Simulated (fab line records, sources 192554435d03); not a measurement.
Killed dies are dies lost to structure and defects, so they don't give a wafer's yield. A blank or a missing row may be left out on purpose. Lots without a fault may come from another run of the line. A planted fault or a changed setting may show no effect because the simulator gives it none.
Which tool did it? | flow n5_finfet | 14 lots, 42 wafers sampled, at 1 step of a route of 1938

WHAT THE GAUGES READ, wafer by wafer
N5_MIM_BOT_LITHO_OVL_MEAS_11. Usual: MIM_BOT_OVL 3 nm, standard deviation 5.3.
lot  | measured     | on         | MIM_BOT_OVL (nm) | flag
L700 | day 11 18:37 | overlay-01 | 3 2 6            |
L704 | day 12 18:15 | overlay-01 | 13 2 3           |
L703 | day 12 18:25 | overlay-01 | 8 2 0            |
L702 | day 12 21:07 | overlay-01 | 6 8 1            |
L705 | day 13 04:02 | overlay-01 | 5 15 14          |
L712 | day 15 08:16 | overlay-02 | -7 -4 -5         |
L713 | day 16 12:50 | overlay-01 | -3 1 -2          |
L716 | day 16 15:58 | overlay-02 | 12 12 7          |
L715 | day 16 21:52 | overlay-01 | 0 -7 -4          |
L718 | day 16 22:44 | overlay-01 | 5 7 6            |
L719 | day 17 11:04 | overlay-02 | 4 2 3            |
L717 | day 17 17:53 | overlay-01 | 6 5 -1           |
L720 | day 17 18:22 | overlay-02 | 2 -5 0           |
L722 | day 18 16:34 | overlay-02 | 10 7 5           |

WHICH TOOL RAN EACH LOT (tool, then ch and the chambers of the sampled wafers, then the start)
The record holds no process step before these readings.

WHAT THE TOOLS THEMSELVES READ (means of the sampled wafers that have a number; where no wafer has one, the mark that the record gives instead)
The record holds no such reading with a usual standard deviation.

THE ANSWER, worked out from the rows above alone
Rule: a lot is off if the mean of its wafers that have a number lies more than 3 standard deviations from the usual mean. A lot without any number at a reading at which 4 lots or more have one is off too. The other lots that the step has rows for count as sound. The gauges are gone through in route order, then the tools' own readings, and for those a lot's mean is taken as printed above. The first step at which some lot is off is used, and at that step the reading that is off furthest; a lot without a number counts as furthest.
No lot is off at any reading shown: from this, nothing can be told.

WHAT THE SIMULATOR HAD PUT IN
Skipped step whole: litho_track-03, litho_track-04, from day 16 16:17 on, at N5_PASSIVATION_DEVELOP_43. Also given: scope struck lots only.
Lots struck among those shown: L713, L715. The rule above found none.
